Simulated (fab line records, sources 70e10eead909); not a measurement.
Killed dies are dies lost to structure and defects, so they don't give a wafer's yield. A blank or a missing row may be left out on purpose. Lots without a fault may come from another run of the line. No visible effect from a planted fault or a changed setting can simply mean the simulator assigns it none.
Matching of chambers ; flow nandHarc ; NHARC_A_STAIRCASE_DEP_259 on pecvd-04: 3 sister chambers
The step deposits SiON, target thk 30 nm. 3 wafers are shown with their chamber, then 9 later ones without.

## WAFERS PAIRED WITH THEIR CHAMBERS
wafer;chamber;heaterPowerW (W)
L082.6;0;623
L083.4;1;646
L083.5;2;691

## WAFERS WHOSE CHAMBER IS MISSING
wafer;heaterPowerW (W)
L089.2;709
L089.3;622
L089.4;630
L095.1;709
L095.4;701
L095.5;786
L097.2;612
L097.3;856
L097.5;859

## WHICH CHAMBER EACH ONE RAN IN
wafer;from the rows above;in truth
L089.2;can't be placed: 2 or 1 or 0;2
L089.3;can't be placed: 0 or 1 or 2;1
L089.4;can't be placed: 0 or 1 or 2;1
L095.1;can't be placed: 2 or 1 or 0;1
L095.4;can't be placed: 2 or 1 or 0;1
L095.5;can't be placed: 2 or 1 or 0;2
L097.2;can't be placed: 0 or 1 or 2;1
L097.3;can't be placed: 2 or 1 or 0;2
L097.5;can't be placed: 2 or 1 or 0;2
Correct placement for 0 of the 9. These rows do not allow placing 9 (true chamber among the candidates in 9). Wrongly placed: 0.
How it was worked out, from the rows above alone: a wafer's distance from a chamber is the root of the sum, over the readings, of the square of ((its reading less the chamber's mean) divided by the reading's scatter). The wafer belongs to the nearest chamber; if the next one is less than 2 further off, it can't be placed. Each chamber's mean is taken over the wafers shown for it. The scatter (one wafer shown for each chamber): square how far every hidden wafer sits from the nearest shown wafer, average those squares and take the square root.
